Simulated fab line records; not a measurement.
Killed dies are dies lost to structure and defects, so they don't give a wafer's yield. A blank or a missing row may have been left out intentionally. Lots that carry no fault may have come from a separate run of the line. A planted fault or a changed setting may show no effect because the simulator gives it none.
A struck lot beside a sound one | flow n5 finfet | 42 steps out of a route of 1938
Sound: wafers L842.1, L842.4, L842.5. Wafers struck: L858.1, L858.2, L858.3. At the end, the cause is stated.
Per side, at each step with rows, come the tool, then ch with its chambers, and then its first start. Under that, the readings that differ: sound wafers | struck wafers | difference of the means | sigmas: that difference in standard deviations of wafers without a fault.
alike: words and numbers the same on both sides, and readings whose means are apart by under 2 such deviations; not compared: readings that were withheld, readings missing a value for some wafer, numbers with overlapping values and no deviation given by the record, and bounds like >300 which may hide the same value.
The two part at a step that has a row with sigmas, a row that says differs or no value, or rows on one side only. Non-overlapping numbers with no deviation appear without sigmas and do not part them. Lack of a reading on every wafer of one side parts them only where that side has two or more wafers.

first, 9 steps without rows for these wafers: N5_SD_EPI_N_COAT_32 (time 60 s, resist thk 350 nm); N5_SD_EPI_N_COAT_33 (time 60 s, resist thk 35 nm); N5_SD_EPI_N_COAT_03 (resist thk 150 nm); N5_SD_EPI_N_EBR_05; N5_SD_EPI_N_SOFTBAKE_04 (time 60 s); N5_SD_EPI_N_EXPOSE_06 (exposes mask SD N BLK, target cd 120 nm); N5_SD_EPI_N_PEB_07 (peb time 60 s); N5_SD_EPI_N_DEVELOP_08 (develop time 30 s); N5_SD_EPI_N_DESCUM_14 (chemistry O2, time 7.9 s).
N5_SD_EPI_N_ETCH_34: etches SiARC in CF4, target depth 45.5 nm, time 75.8 s.
  sound on rie diel-03 ch 1,2, day 4 07:47; struck on rie diel-03 ch 0,1,3, day 8 06:01
  alike: drypump motor current A, etch rf on time s, oes product au, rf vpp V, showerhead plenum p Torr, throttle valve pct
  not compared: rf hours counter h
then, 18 steps without rows for these wafers: N5_SD_EPI_N_ETCH_35 (etches SOC in N2/H2, overetch 108 nm, time 486 s); N5_SD_EPI_N_STRIP_36 (strips in N2/H2); N5_SD_EPI_N_ETCHBACK_44 (etches SiNx in CH3F/O2, stops on SiO2, target depth 14.5 nm); N5_SD_EPI_N_ETCH_45 (etches SiOCN in CH3F/O2, target depth 6 nm); N5_SD_EPI_N_ETCH_16 (etches SiO2 in CHF3/O2, target depth 5 nm); N5_SD_EPI_N_STRIP_47 (strips in CHF3/O2); N5_SD_EPI_N_SD_RECESS_17 (chemistry HBr/Cl2/O2, target depth 41 nm, time 23.7 s, bt time 3 s); N5_SD_EPI_N_STRIP_38 (strips in N2/H2); N5_SD_EPI_N_WET_ETCH_43 (etches SiO2 in dHF, time 14 s, target depth 1.5 nm); N5_SD_EPI_N_STRIP_18 (strips in SPM, time 750 s); N5_SD_EPI_N_SRD_20 (time 30 s); N5_SD_EPI_N_PRECLEAN_48 (cleans in NF3:NH3, afs cycles 2, time 20 s, sublimation time 60 s); N5_SD_EPI_N_VAPOR_ETCH_50 (etches Si in HCl, time 54 s); N5_SD_EPI_N_EPI_21 (deposits Si:P, time 690 s); N5_SD_EPI_N_PRECLEAN_24 (cleans in O3/DIW, time 60 s); N5_SD_EPI_N_SRD_25 (time 30 s); N5_SD_EPI_N_PRECLEAN_49 (cleans in NF3:NH3, afs cycles 1, time 20 s, sublimation time 60 s); N5_SD_EPI_N_LINER_46 (material SiNx, target thk 3 nm).
N5_SD_EPI_N_INSPECT_26: inspects for defects (darkfield).
  sound on defect inspect-01 at day 4 11:49; struck on defect inspect-02 at day 8 09:55
  reading          | sound       | struck      | difference | sigmas
  raw defect count | 142 150 158 | 800 838 894 | +694       | +18
then, 8 steps without rows for these wafers: N5_SD_EPI_P_COAT_34 (time 60 s, resist thk 350 nm); N5_SD_EPI_P_COAT_35 (time 60 s, resist thk 35 nm); N5_SD_EPI_P_COAT_03 (resist thk 150 nm); N5_SD_EPI_P_EBR_05; N5_SD_EPI_P_SOFTBAKE_04 (time 60 s); N5_SD_EPI_P_EXPOSE_06 (exposes mask SD P BLK, target cd 240 nm); N5_SD_EPI_P_PEB_07 (peb time 60 s); N5_SD_EPI_P_DEVELOP_08 (develop time 30 s).
N5_SD_EPI_P_INSPECT_11: inspects for defects (macro).
  sound on defect inspect-02 at day 4 12:16; struck on defect inspect-02 at day 8 10:14
  reading          | sound | struck         | difference | sigmas
  raw defect count | 2 2 2 | >300 >300 >300 | differs    |
N5_SD_EPI_P_INSPECT_26: inspects for defects (darkfield).
  sound on defect inspect-01 at day 4 16:01; struck on defect inspect-02 at day 8 15:19
  reading          | sound       | struck      | difference | sigmas
  raw defect count | 136 148 153 | 765 794 812 | +645       | +18
N5_SD_ACTIVATION_INSPECT_02: inspects for defects (darkfield).
  sound on defect inspect-01 at day 4 16:46; struck on defect inspect-01 at day 8 16:04
  reading          | sound       | struck      | difference | sigmas
  raw defect count | 140 139 150 | 764 765 814 | +638       | +17
-- here the record skips 5 days between the struck wafers' starts before and after, leaving off in module SD_ACTIVATION and picking up in module BEOL_M4 (first step shown: number 1111 of the route) --
N5_BEOL_M4_RC_MEAS_101:
  sound on prober-02 ch 0, day 9 00:34; struck on prober-01 ch 0, day 13 07:44
  alike: DIBL_N, DIBL_P, IOFF_N, IOFF_P, ION_N, ION_P, SS_N, SS_P, VT_N, VT_P
-- a jump in the record: the struck wafers' starts before and after are 4 days apart (it breaks off in module BEOL_M4 and resumes in module PASSIVATION, where the first step shown is number 1936 of the route) --
N5_PASSIVATION_PROBE_49:
  sound on prober-01 at day 12 22:37; struck on prober-02 at day 17 13:27
  reading                  | sound | struck         | difference | sigmas
  defect limited yield (%) | 91.6  | 80.6 82.6 86.7 | -8.3       | -6
  killed at front end      | 44    | 164 152 120    | +101       | +9
  killed at other          | 11    | 5 2 0          | -9         | -2
  killed dies              | 99    | 229 205 157    | +98        | +5
  killed on rim            | 15    | 15 31 28       | +10        | +2
  killed short             | 44    | 31 33 21       | -16        | -2
  sort_bin_5_function (%)  | 4.9   | 12.9 10.1 8.1  | +5.5       | +6
  sort n pass              | 1081  | 951 975 1023   | -98        | -5
  sort yield pct (%)       | 91.6  | 80.6 82.6 86.7 | -8.3       | -6
  alike: killed_at_M0_to_M3, killed_at_M4_up, killed at contacts, killed open, sort_bin_6_memory

== WHERE THEY PART ==
Earliest at N5_SD_EPI_N_INSPECT_26; latest, in this record, at N5_PASSIVATION_PROBE_49.

WHY: whatever the simulator had introduced
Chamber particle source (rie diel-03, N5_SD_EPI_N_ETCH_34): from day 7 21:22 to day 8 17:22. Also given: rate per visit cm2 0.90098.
